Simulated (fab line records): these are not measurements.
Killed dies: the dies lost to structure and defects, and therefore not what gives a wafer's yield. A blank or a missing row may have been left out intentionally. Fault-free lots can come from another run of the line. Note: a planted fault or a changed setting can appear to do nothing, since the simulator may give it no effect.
fab line records	flow nand-harc
record lots=24	wafers=72	last-day=33
route steps=1302 shown A_ONON_D2@554 A_CHANNEL_HOLE_D2@583 A_CHANNEL_FILL_D2@613
lots with no fault: from the same line, run without faults
start-h: hours from the record's first day to the start of the lot's first wafer shown	wait-h: hours elapsed since this lot's preceding step	" the same as in the row above	L1.1+2: several wafers, shown together as one row	- no value present, or no start provided	* or withheld: withheld	< > ~ a bound
route shown NAME@n: names a module that has steps shown in the file, with the first one's number in the route	usual: mean/standard deviation of fault-free wafers	same: alike in all rows	chamber/n: place in a boat	sites: readings site by site	_std_site: standard deviation across them	_edge_site: the outer-site mean with the inner-site mean subtracted	radius-mm: for every site, how far away it sits from the centre of the wafer	mask NAME#n: copy n	behind: tool/chamber where the wafer was last shaped	hold: reason for holding the lot/hours on hold/outcome of the hold	device: the n, p or np transistor that did not switch	end of line: tests run on the same wafers once the route is complete	a step without rows: its recipe alone	killed: at the first sort, the dies lost to defects and structure; wafer yield is something else	map: the dies of a wafer, with x for killed, . for not killed, _ for no die there
set.NAME: the setting the step ran with; set.NAME@STEP: the setting that earlier step ran with	model.NAME: the simulator's own value behind a step, which no gauge read
the route's steps for a sample of lots (tables are steps, rows are wafers)
services: from which hour (start-h, from the record's first day; less than 0 if before it) a tool's chamber was out of use, for how many hours, and why
## steps
# step NHARC_A_ONON_D2_THK_MEAS_14
# recipe thk-meas-gauge=ellipsometry
# usual thk-nm=999/8.2
lot.wafer	tool	chamber	start-h	wait-h	thk-nm
L074.1	film-metro-02	-	273.90	-	999
L074.4	"	-	"	"	998
L074.5	"	-	"	"	999
L075.1	film-metro-02	-	283.57	-	1011
L075.5	"	-	"	"	1013
L075.6	"	-	"	"	1011
L076.2	film-metro-02	-	297.46	-	1006
L076.3	"	-	"	"	1006
L076.4	"	-	"	"	1008
L077.2	film-metro-01	-	315.17	-	991
L077.5	"	-	"	"	989
L077.6	"	-	"	"	988
L078.1	film-metro-02	-	315.33	-	1009
L078.3	"	-	"	"	1010
L078.5	"	-	"	"	1008
L079.3	film-metro-02	-	325.29	-	997
L079.5	"	-	"	"	998
L079.6	"	-	"	"	996
L080.4	film-metro-01	-	337.43	-	1006
L080.5	"	-	"	"	1006
L080.6	"	-	"	"	1005
L081.1	film-metro-01	-	343.24	-	1006
L081.2	"	-	"	"	1004
L081.3	"	-	"	"	1007
L082.3	film-metro-01	-	343.28	-	999
L082.4	"	-	"	"	1001
L082.5	"	-	"	"	1000
L083.1	film-metro-02	-	369.54	-	995
L083.4	"	-	"	"	997
L083.6	"	-	"	"	998
L084.2	film-metro-01	-	378.25	-	1020
L084.3	"	-	"	"	1020
L084.6	"	-	"	"	1020
L085.2	film-metro-01	-	381.76	-	996
L085.3	"	-	"	"	994
L085.4	"	-	"	"	992
L086.1	film-metro-02	-	388.77	-	987
L086.4	"	-	"	"	987
L086.6	"	-	"	"	988
L087.2	film-metro-02	-	394.58	-	996
L087.4	"	-	"	"	997
L087.5	"	-	"	"	995
L088.2	film-metro-01	-	431.95	-	1004
L088.3	"	-	"	"	1002
L088.5	"	-	"	"	1002
L089.3	film-metro-02	-	432.09	-	995
L089.4	"	-	"	"	996
L089.5	"	-	"	"	996
L090.1	film-metro-02	-	443.85	-	998
L090.3	"	-	"	"	997
L090.6	"	-	"	"	999
L091.1	film-metro-02	-	444.10	-	1000
L091.3	"	-	"	"	1000
L091.4	"	-	"	"	1001
L092.1	film-metro-01	-	468.31	-	983
L092.2	"	-	"	"	985
L092.5	"	-	"	"	982
L093.3	film-metro-01	-	468.42	-	989
L093.5	"	-	"	"	992
L093.6	"	-	"	"	989
L094.1	film-metro-02	-	468.56	-	1003
L094.4	"	-	"	"	1004
L094.5	"	-	"	"	1003
L096.1	film-metro-01	-	487.48	-	997
L096.5	"	-	"	"	996
L096.6	"	-	"	"	996
L095.2	film-metro-02	-	487.50	-	1002
L095.5	"	-	"	"	1004
L095.6	"	-	"	"	1005
L097.1	film-metro-01	-	497.65	-	995
L097.4	"	-	"	"	992
L097.5	"	-	"	"	994
# step NHARC_A_ONON_D2_THK_MEAS_34
# recipe thk-meas-gauge=ellipsometry
# usual thk-nm=199.1/2.5
lot.wafer	tool	chamber	start-h	wait-h	thk-nm
L074.1	film-metro-02	-	287.61	-	194.2
L074.4	"	-	"	"	199.1
L074.5	"	-	"	"	201.8
L075.1	film-metro-02	-	294.06	-	194.9
L075.5	"	-	"	"	202.5
L075.6	"	-	"	"	199.5
L076.2	film-metro-02	-	307.49	-	195.3
L076.3	"	-	"	"	192.3
L076.4	"	-	"	"	203.1
L077.2	film-metro-01	-	325.42	-	200.9
L077.5	"	-	"	"	198.4
L077.6	"	-	"	"	199.1
L078.1	film-metro-02	-	325.42	-	196.4
L078.3	"	-	"	"	192.7
L078.5	"	-	"	"	199.3
L079.3	film-metro-02	-	337.13	-	200.8
L079.5	"	-	"	"	202.7
L079.6	"	-	"	"	202.3
L080.4	film-metro-02	-	347.94	-	200.6
L080.5	"	-	"	"	203.0
L080.6	"	-	"	"	198.1
L082.3	film-metro-02	-	353.35	-	197.8
L082.4	"	-	"	"	200.7
L082.5	"	-	"	"	200.0
L081.1	film-metro-02	-	353.36	-	199.2
L081.2	"	-	"	"	199.3
L081.3	"	-	"	"	195.8
L083.1	film-metro-01	-	380.24	-	198.4
L083.4	"	-	"	"	198.9
L083.6	"	-	"	"	199.1
L084.2	film-metro-01	-	388.76	-	196.5
L084.3	"	-	"	"	198.1
L084.6	"	-	"	"	198.4
L085.2	film-metro-02	-	391.85	-	195.6
L085.3	"	-	"	"	199.4
L085.4	"	-	"	"	202.7
L087.2	film-metro-02	-	402.08	-	197.8
L087.4	"	-	"	"	203.3
L087.5	"	-	"	"	200.2
L086.1	film-metro-01	-	402.09	-	197.4
L086.4	"	-	"	"	202.1
L086.6	"	-	"	"	201.8
L089.3	film-metro-01	-	443.09	-	195.7
L089.4	"	-	"	"	200.9
L089.5	"	-	"	"	202.8
L088.2	film-metro-02	-	443.42	-	200.2
L088.3	"	-	"	"	198.7
L088.5	"	-	"	"	199.2
L090.1	film-metro-02	-	454.68	-	196.4
L090.3	"	-	"	"	198.9
L090.6	"	-	"	"	198.0
L091.1	film-metro-01	-	454.72	-	198.3
L091.3	"	-	"	"	197.2
L091.4	"	-	"	"	200.5
L094.1	film-metro-01	-	478.46	-	196.1
L094.4	"	-	"	"	200.6
L094.5	"	-	"	"	202.3
L092.1	film-metro-02	-	478.47	-	198.8
L092.2	"	-	"	"	197.5
L092.5	"	-	"	"	203.3
L093.3	film-metro-01	-	478.48	-	197.9
L093.5	"	-	"	"	200.6
L093.6	"	-	"	"	201.3
L095.2	film-metro-01	-	499.85	-	196.4
L095.5	"	-	"	"	203.6
L095.6	"	-	"	"	204.7
L096.1	film-metro-01	-	499.86	-	201.6
L096.5	"	-	"	"	202.0
L096.6	"	-	"	"	198.9
L097.1	film-metro-02	-	508.55	-	196.9
L097.4	"	-	"	"	200.9
L097.5	"	-	"	"	200.1
# step NHARC_A_CHANNEL_HOLE_D2_OVL_MEAS_11
# usual overlay-x-nm=-0.2/0.87	overlay-y-nm=-0.1/1
lot.wafer	tool	chamber	start-h	wait-h	overlay-x-nm	overlay-y-nm
L074.1	overlay-01	-	291.49	-	-2.1	-1.6
L074.4	"	-	"	"	-1.5	-1.6
L074.5	"	-	"	"	-1.8	-1.8
L075.1	overlay-01	-	297.53	-	-0.6	1.9
L075.5	"	-	"	"	-0.2	1.5
L075.6	"	-	"	"	-0.9	2.4
L076.2	overlay-02	-	310.27	-	-0.7	-1.0
L076.3	"	-	"	"	-0.9	-1.3
L076.4	"	-	"	"	-0.6	0.0
L077.2	overlay-01	-	328.17	-	-0.8	-0.2
L077.5	"	-	"	"	-0.5	0.6
L077.6	"	-	"	"	0.0	0.7
L078.1	overlay-02	-	328.47	-	1.1	0.0
L078.3	"	-	"	"	0.6	-0.3
L078.5	"	-	"	"	0.6	0.0
L079.3	overlay-01	-	341.61	-	1.0	-0.5
L079.5	"	-	"	"	1.2	-0.8
L079.6	"	-	"	"	1.4	-0.8
L080.4	overlay-02	-	354.18	-	-1.3	0.8
L080.5	"	-	"	"	-0.4	0.6
L080.6	"	-	"	"	-0.3	1.1
L081.1	overlay-01	-	358.05	-	-1.0	0.4
L081.2	"	-	"	"	-0.6	0.4
L081.3	"	-	"	"	-0.2	0.5
L082.3	overlay-02	-	359.01	-	0.2	1.0
L082.4	"	-	"	"	0.0	0.4
L082.5	"	-	"	"	0.3	1.3
L083.1	overlay-01	-	383.01	-	-1.6	0.3
L083.4	"	-	"	"	-1.3	-0.1
L083.6	"	-	"	"	-1.1	-0.1
L084.2	overlay-02	-	391.64	-	0.7	-1.6
L084.3	"	-	"	"	1.1	-1.4
L084.6	"	-	"	"	0.9	-2.1
L085.2	overlay-02	-	395.33	-	1.3	0.7
L085.3	"	-	"	"	0.8	0.6
L085.4	"	-	"	"	1.1	0.5
L087.2	overlay-01	-	406.46	-	-1.0	-1.0
L087.4	"	-	"	"	-0.3	-1.5
L087.5	"	-	"	"	-1.0	-1.2
L086.1	overlay-02	-	408.29	-	-0.1	-1.2
L086.4	"	-	"	"	0.1	-0.6
L086.6	"	-	"	"	0.5	-0.3
L089.3	overlay-02	-	449.64	-	0.6	-0.7
L089.4	"	-	"	"	1.1	-0.4
L089.5	"	-	"	"	1.5	-0.4
L088.2	overlay-01	-	450.21	-	0.1	1.6
L088.3	"	-	"	"	0.4	1.5
L088.5	"	-	"	"	0.2	1.2
L090.1	overlay-02	-	461.24	-	-0.6	0.6
L090.3	"	-	"	"	-1.0	0.6
L090.6	"	-	"	"	-0.4	0.6
L091.1	overlay-01	-	461.49	-	-0.2	1.7
L091.3	"	-	"	"	0.1	1.6
L091.4	"	-	"	"	0.2	0.8
L094.1	overlay-02	-	484.57	-	-0.2	-0.7
L094.4	"	-	"	"	0.2	0.6
L094.5	"	-	"	"	-0.5	0.5
L092.1	overlay-01	-	484.71	-	-1.7	-1.0
L092.2	"	-	"	"	-1.6	-0.4
L092.5	"	-	"	"	-1.0	-1.3
L093.3	overlay-02	-	486.46	-	-1.8	-0.5
L093.5	"	-	"	"	-1.4	-0.7
L093.6	"	-	"	"	-0.7	-0.8
L096.1	overlay-02	-	505.12	-	0.6	0.0
L096.5	"	-	"	"	0.3	-0.1
L096.6	"	-	"	"	0.6	0.5
L095.2	overlay-02	-	506.41	-	-0.4	-1.2
L095.5	"	-	"	"	-0.3	-0.9
L095.6	"	-	"	"	-0.5	-0.7
L097.1	overlay-02	-	511.59	-	-0.6	-1.4
L097.4	"	-	"	"	-0.4	-1.1
L097.5	"	-	"	"	-0.5	-1.2
# step NHARC_A_CHANNEL_HOLE_D2_ETCH_24
# recipe bias-v=5000	source-w=withheld	pressure-mtorr=20	time-s=906.2	ar-flow-sccm=375	c4f8-flow-sccm=93.8	o2-flow-sccm=31.2	temp-c=-20	target-depth-a=15000	chemistry=C4F8/O2/Ar
# usual drypump-motor-current-A=5.5/0.49	showerhead-plenum-p-Torr=3.69/0.094	throttle-valve-pct=32.236/0.0097
lot.wafer	tool	chamber	start-h	wait-h	drypump-motor-current-A	rf-hours-counter-h	showerhead-plenum-p-Torr	throttle-valve-pct
L074.1	har-etch-02	1	295.62	0.6	5.1	358	3.73	32.237
L074.4	"	1	"	"	5.2	-	3.73	32.238
L074.5	"	0	"	"	4.8	-	3.62	32.233
L075.1	har-etch-01	1	302.83	0.6	6.1	159	3.66	32.243
L075.6	"	0	"	"	5.7	-	3.69	32.245
L075.5	"	1	"	"	6.0	-	3.66	32.254
L076.2	har-etch-01	0	313.66	0.6	5.7	163	3.69	32.237
L076.3	"	0	"	"	5.7	-	3.69	32.241
L076.4	"	1	"	"	6.1	-	3.66	32.238
L077.2	har-etch-02	0	331.74	0.6	4.8	373	3.61	32.237
L077.5	"	1	"	"	5.1	-	3.72	32.249
L077.6	"	0	"	"	4.8	-	3.61	32.250
L078.1	har-etch-01	1	331.99	0.6	6.1	170	3.65	32.233
L078.3	"	1	"	"	6.1	-	3.65	32.212
L078.5	"	0	"	"	5.7	-	3.68	32.235
L079.3	har-etch-02	1	347.90	0.6	5.1	-	3.71	32.238
L079.5	"	1	"	"	5.1	-	3.71	32.241
L079.6	"	0	"	"	4.8	-	3.61	32.253
L080.4	har-etch-02	0	364.51	1.2	4.8	-	3.60	32.248
L080.5	"	0	"	"	4.8	-	3.60	32.221
L080.6	"	0	"	"	4.8	-	3.60	32.241
L081.1	har-etch-01	0	365.10	0.6	5.7	193	3.67	32.223
L081.2	"	1	"	"	6.0	193	3.64	32.224
L081.3	"	1	"	"	6.1	-	3.64	32.238
L082.4	har-etch-01	0	369.53	0.6	5.7	-	3.67	32.242
L082.3	"	1	"	"	6.1	-	3.64	32.235
L082.5	"	0	"	"	5.7	-	3.67	32.233
L083.1	har-etch-01	0	386.42	0.6	5.7	208	3.66	32.228
L083.4	"	0	"	"	5.7	-	3.66	32.236
L083.6	"	1	"	"	6.1	-	3.63	32.240
L084.2	har-etch-01	0	395.16	0.6	5.7	212	3.66	32.236
L084.3	"	0	"	"	5.7	-	3.66	32.243
L084.6	"	0	"	"	5.7	-	3.66	32.225
L085.2	har-etch-01	0	403.35	0.6	5.7	220	3.66	32.239
L085.4	"	0	"	"	5.7	-	3.66	32.221
L085.3	"	1	"	"	6.1	-	3.63	32.232
L087.2	har-etch-01	0	411.46	0.6	5.7	228	3.65	32.243
L087.4	"	0	"	"	5.7	-	3.65	32.236
L087.5	"	1	"	"	6.1	-	3.62	32.228
L086.1	har-etch-02	0	413.46	0.6	4.8	14	3.92	32.246
L086.4	"	1	"	"	5.2	-	3.70	32.235
L086.6	"	1	"	"	5.2	-	3.70	32.241
L088.2	har-etch-01	1	457.98	0.6	6.1	251	3.61	32.240
L088.3	"	0	"	"	5.7	-	3.64	32.246
L088.5	"	1	"	"	6.1	-	3.61	32.235
L089.3	har-etch-02	1	461.11	0.6	5.1	-	3.69	32.219
L089.4	"	0	"	"	4.8	-	3.91	32.237
L089.5	"	1	"	"	5.2	-	3.69	32.219
L090.1	har-etch-02	0	465.02	0.6	4.8	40	3.91	32.242
L090.3	"	1	"	"	5.1	-	3.68	32.228
L090.6	"	1	"	"	5.1	-	3.68	32.218
L091.1	har-etch-02	1	469.17	0.6	5.1	44	3.68	32.226
L091.3	"	1	"	"	5.2	-	3.68	32.252
L091.4	"	0	"	"	4.8	-	3.90	32.245
L094.1	har-etch-01	0	487.97	0.6	5.7	266	3.63	32.229
L094.4	"	0	"	"	5.7	-	3.63	32.241
L094.5	"	0	"	"	5.7	-	3.63	32.231
L092.2	har-etch-02	1	488.13	0.6	5.1	52	3.68	32.253
L092.1	"	0	"	"	4.8	52	3.90	32.233
L092.5	"	0	"	"	4.8	-	3.90	32.250
L093.3	har-etch-01	0	492.52	0.6	5.7	-	3.63	32.246
L093.5	"	1	"	"	6.1	-	3.60	32.238
L093.6	"	0	"	"	5.7	-	3.63	32.251
L096.1	har-etch-02	0	508.73	0.6	4.8	63	3.89	32.257
L096.6	"	0	"	"	4.8	-	3.89	32.246
L096.5	"	1	"	"	5.2	-	3.67	32.236
L095.2	har-etch-01	1	510.86	0.6	6.1	281	3.60	32.245
L095.6	"	0	"	"	5.8	-	3.62	32.252
L095.5	"	1	"	"	6.1	-	3.60	32.236
L097.1	har-etch-02	1	517.20	0.6	5.2	71	3.67	32.234
L097.4	"	0	"	"	4.8	-	3.89	32.231
L097.5	"	1	"	"	5.2	-	3.67	32.242
# step NHARC_A_CHANNEL_HOLE_D2_STRIP_28
# recipe o2-flow-sccm=500	ar-flow-sccm=0	bias-w=0	chemistry=O2
# usual drypump-motor-current-A=5.9/0.46	oes-product-au=0.998/0.0083	rf-vpp-V=57.7/0.84	showerhead-plenum-p-Torr=3.45/0.1	throttle-valve-pct=17.036/0.0084
lot.wafer	tool	chamber	start-h	wait-h	drypump-motor-current-A	oes-product-au	rf-hours-counter-h	rf-vpp-V	showerhead-plenum-p-Torr	throttle-valve-pct
L074.1	rie-diel-09	0	-	-	6.3	0.990	11	57.0	3.38	17.049
L074.4	"	3	"	"	6.3	0.999	-	57.1	3.42	17.035
L074.5	"	1	"	"	6.2	1.005	-	58.0	3.63	17.035
L075.1	rie-diel-03	1	-	-	5.9	0.994	1	59.1	3.56	17.029
L075.6	"	2	"	"	6.3	0.985	-	58.8	3.52	17.046
L075.5	"	3	"	"	5.7	1.002	-	57.6	3.32	17.028
L076.2	rie-diel-09	2	-	-	6.2	0.990	10	57.1	3.58	17.037
L076.4	"	0	"	"	6.4	0.988	11	58.3	3.38	17.033
L076.3	"	1	"	"	6.2	1.002	10	57.7	3.62	17.058
L077.2	rie-diel-03	3	-	-	5.7	0.993	2	57.1	3.32	17.056
L077.5	"	1	"	"	5.9	0.998	-	59.1	3.56	17.040
L077.6	"	2	"	"	6.3	0.986	-	58.3	3.52	17.027
L078.1	rie-diel-09	0	-	-	6.3	0.988	0	58.6	3.38	17.046
L078.3	"	1	"	"	6.1	1.002	0	59.0	3.63	17.033
L078.5	"	0	"	"	6.3	0.999	-	56.9	3.38	17.048
L079.3	rie-diel-03	2	-	-	6.3	0.990	3	57.2	3.52	17.050
L079.6	"	2	"	"	6.3	0.982	-	57.3	3.52	17.020
L079.5	"	0	"	"	5.4	0.996	-	59.4	3.44	17.050
L081.3	rie-diel-09	0	-	-	6.4	1.006	1	56.7	3.38	17.038
L081.2	"	1	"	"	6.2	1.008	2	57.1	3.62	17.036
L081.1	"	2	"	"	6.2	1.001	2	58.8	3.58	17.035
L080.4	rie-diel-03	1	-	-	5.8	0.995	4	57.6	3.56	17.033
L080.5	"	3	"	"	5.7	0.989	-	57.6	3.32	17.050
L080.6	"	0	"	"	5.3	1.010	-	56.5	3.44	17.034
L082.3	rie-diel-03	2	-	-	6.3	0.996	5	57.7	3.52	17.049
L082.4	"	3	"	"	5.7	0.991	5	57.3	3.32	17.034
L082.5	"	3	"	"	5.7	1.005	-	58.3	3.31	17.034
L083.4	rie-diel-03	2	-	-	6.3	0.998	6	57.8	3.52	17.042
L083.1	"	3	"	"	5.7	0.988	5	57.0	3.31	17.034
L083.6	"	2	"	"	6.3	0.999	-	57.6	3.52	17.033
L084.3	rie-diel-09	2	-	-	6.2	1.010	3	56.9	3.58	17.041
L084.2	"	3	"	"	6.3	0.996	3	57.6	3.42	17.021
L084.6	"	3	"	"	6.3	1.007	-	58.3	3.42	17.059
L085.3	rie-diel-03	2	-	-	6.3	0.995	7	58.5	3.52	17.025
L085.2	"	0	"	"	5.4	0.998	6	56.9	3.44	17.025
L085.4	"	1	"	"	5.8	1.003	6	57.6	3.56	17.031
L087.2	rie-diel-03	2	-	-	6.4	0.996	8	58.5	3.52	17.038
L087.4	"	1	"	"	5.8	1.003	7	58.5	3.56	17.054
L087.5	"	2	"	"	6.3	0.989	-	57.5	3.52	17.040
L086.4	rie-diel-02	2	-	-	6.2	0.998	0	59.4	3.75	17.045
L086.1	"	3	"	"	5.5	0.998	0	57.6	3.37	17.032
L086.6	"	2	"	"	6.2	0.998	-	58.9	3.75	17.027
L088.3	rie-diel-02	3	-	-	5.5	1.009	1	56.7	3.37	17.038
L088.2	"	1	"	"	4.9	0.996	5	57.6	3.43	17.035
L088.5	"	0	"	"	6.5	0.984	-	58.8	3.39	17.029
L089.3	rie-diel-09	3	-	-	6.3	1.007	8	57.3	3.42	17.043
L089.4	"	1	"	"	6.2	1.002	7	57.8	3.62	17.027
L089.5	"	3	"	"	6.3	1.004	-	57.6	3.42	17.032
L090.1	rie-diel-02	0	-	-	6.6	1.003	6	57.2	3.39	17.036
L090.3	"	3	"	"	5.4	1.001	2	57.2	3.37	17.026
L090.6	"	3	"	"	5.5	1.003	-	58.5	3.37	17.028
L091.3	rie-diel-02	0	-	-	6.6	0.978	6	56.4	3.39	17.048
L091.1	"	1	"	"	4.9	1.001	6	58.0	3.43	17.024
L091.4	"	3	"	"	5.5	0.994	-	58.3	3.37	17.034
L094.1	rie-diel-03	1	-	-	5.9	0.991	1	59.1	3.56	17.040
L094.4	"	2	"	"	6.3	0.991	1	60.0	3.52	17.038
L094.5	"	2	"	"	6.4	0.996	-	58.5	3.52	17.037
L092.1	rie-diel-09	0	-	-	6.4	1.001	8	58.1	3.38	17.027
L092.2	"	2	"	"	6.1	0.994	10	58.3	3.58	17.030
L092.5	"	3	"	"	6.3	1.002	-	58.8	3.42	17.029
L093.3	rie-diel-03	0	-	-	5.3	0.997	1	57.2	3.44	17.036
L093.6	"	0	"	"	5.3	0.984	-	58.1	3.44	17.035
L093.5	"	1	"	"	5.8	0.995	-	58.7	3.56	17.036
L096.1	rie-diel-03	1	-	-	5.8	0.996	2	57.9	3.56	17.027
L096.5	"	0	"	"	5.3	1.007	-	58.7	3.44	17.048
L096.6	"	1	"	"	5.8	0.997	-	57.6	3.56	17.028
L095.2	rie-diel-03	0	-	-	5.3	1.006	2	56.6	3.44	17.034
L095.5	"	0	"	"	5.3	1.007	-	58.5	3.44	17.043
L095.6	"	1	"	"	5.9	0.993	-	57.9	3.56	17.031
L097.1	rie-diel-02	3	520.01	0.2	5.5	1.003	6	57.4	3.36	17.037
L097.4	"	3	"	"	5.5	0.995	-	58.4	3.36	17.043
L097.5	"	1	"	"	4.9	1.007	-	57.3	3.43	17.034
# step NHARC_A_CHANNEL_FILL_D2_ALD_03
# recipe target-thk-a=60	pulse-time-s=60	ald-cycles=58	temp-c=630	pressure-torr=2	material=SiNx
# usual precursor-pulse-height-rel=1.002/0.019
lot.wafer	tool	chamber	start-h	wait-h	precursor-pulse-height-rel
L074.1	ald-sin-batch-02	0	-	-	1.028
L074.4	"	0	"	"	0.980
L074.5	"	0	"	"	1.029
L075.1	ald-sin-batch-03	0	-	-	1.011
L075.5	"	0	"	"	0.990
L075.6	"	0	"	"	1.020
L076.2	ald-sin-batch-01	0	-	-	1.003
L076.3	"	0	"	"	1.003
L076.4	"	0	"	"	0.992
L077.2	ald-sin-batch-03	0	-	-	1.017
L077.5	"	0	"	"	0.975
L077.6	"	0	"	"	0.991
L078.1	ald-sin-batch-03	0	-	-	1.002
L078.3	"	0	"	"	0.967
L078.5	"	0	"	"	1.041
L079.3	ald-sin-batch-01	0	-	-	1.002
L079.5	"	0	"	"	1.013
L079.6	"	0	"	"	1.026
L080.4	ald-sin-batch-01	0	-	-	0.988
L080.5	"	0	"	"	0.989
L080.6	"	0	"	"	0.962
L081.1	ald-sin-batch-01	0	-	-	1.000
L081.2	"	0	"	"	1.028
L081.3	"	0	"	"	1.029
L082.3	ald-sin-batch-01	0	-	-	1.019
L082.4	"	0	"	"	1.001
L082.5	"	0	"	"	1.013
L083.1	ald-sin-batch-01	0	-	-	0.997
L083.4	"	0	"	"	0.996
L083.6	"	0	"	"	1.009
L084.2	ald-sin-batch-03	0	-	-	0.990
L084.3	"	0	"	"	0.995
L084.6	"	0	"	"	1.006
L085.2	ald-sin-batch-01	0	-	-	1.015
L085.3	"	0	"	"	0.953
L085.4	"	0	"	"	1.014
L086.1	ald-sin-batch-03	0	-	-	1.001
L086.4	"	0	"	"	1.018
L086.6	"	0	"	"	1.000
L087.2	ald-sin-batch-03	0	-	-	1.006
L087.4	"	0	"	"	0.992
L087.5	"	0	"	"	1.004
L088.2	ald-sin-batch-02	0	-	-	0.993
L088.3	"	0	"	"	1.008
L088.5	"	0	"	"	1.004
L089.3	ald-sin-batch-03	0	-	-	0.993
L089.4	"	0	"	"	1.016
L089.5	"	0	"	"	0.991
L090.1	ald-sin-batch-01	0	-	-	0.978
L090.3	"	0	"	"	0.971
L090.6	"	0	"	"	1.037
L091.1	ald-sin-batch-01	0	-	-	0.979
L091.3	"	0	"	"	1.012
L091.4	"	0	"	"	0.991
L092.1	ald-sin-batch-02	0	-	-	1.009
L092.2	"	0	"	"	0.991
L092.5	"	0	"	"	1.014
L094.1	ald-sin-batch-02	0	-	-	0.976
L094.4	"	0	"	"	1.005
L094.5	"	0	"	"	1.001
L093.3	ald-sin-batch-01	0	-	-	1.026
L093.5	"	0	"	"	0.977
L093.6	"	0	"	"	0.996
L095.2	ald-sin-batch-03	0	-	-	1.039
L095.5	"	0	"	"	0.987
L095.6	"	0	"	"	1.005
L096.1	ald-sin-batch-03	0	-	-	0.993
L096.5	"	0	"	"	0.988
L096.6	"	0	"	"	0.970
L097.1	ald-sin-batch-02	0	-	-	0.997
L097.4	"	0	"	"	1.019
L097.5	"	0	"	"	0.979
## services
tool	chamber	start-h	hours	kind
rie-diel-03	-	281.30	9.0	pm
rie-diel-09	2	297.16	7.6	repair
rie-diel-09	-	320.10	9.0	pm
ald-sin-batch-03	-	323.61	3.0	repair
rie-diel-03	1	340.11	12.2	repair
rie-diel-03	2	351.00	1.5	repair
har-etch-02	-	382.21	17.0	pm
rie-diel-03	-	385.11	0.5	repair
rie-diel-02	2	388.67	6.1	repair
rie-diel-02	-	393.79	9.0	pm
rie-diel-09	-	395.16	1.1	repair
rie-diel-03	-	408.14	0.2	repair
rie-diel-03	3	408.38	2.0	repair
rie-diel-02	2	425.61	126.2	repair
rie-diel-03	1	438.43	4.4	repair
har-etch-02	-	442.46	3.1	repair
rie-diel-02	3	444.32	8.8	repair
rie-diel-03	1	456.82	1.9	repair
rie-diel-03	-	458.30	9.0	pm
rie-diel-09	-	497.10	9.0	pm
rie-diel-03	2	503.65	16.3	repair
ald-sin-batch-01	-	508.83	26.0	pm
rie-diel-02	0	516.20	3.8	repair
rie-diel-09	0	519.39	1.6	repair
## key
fault none
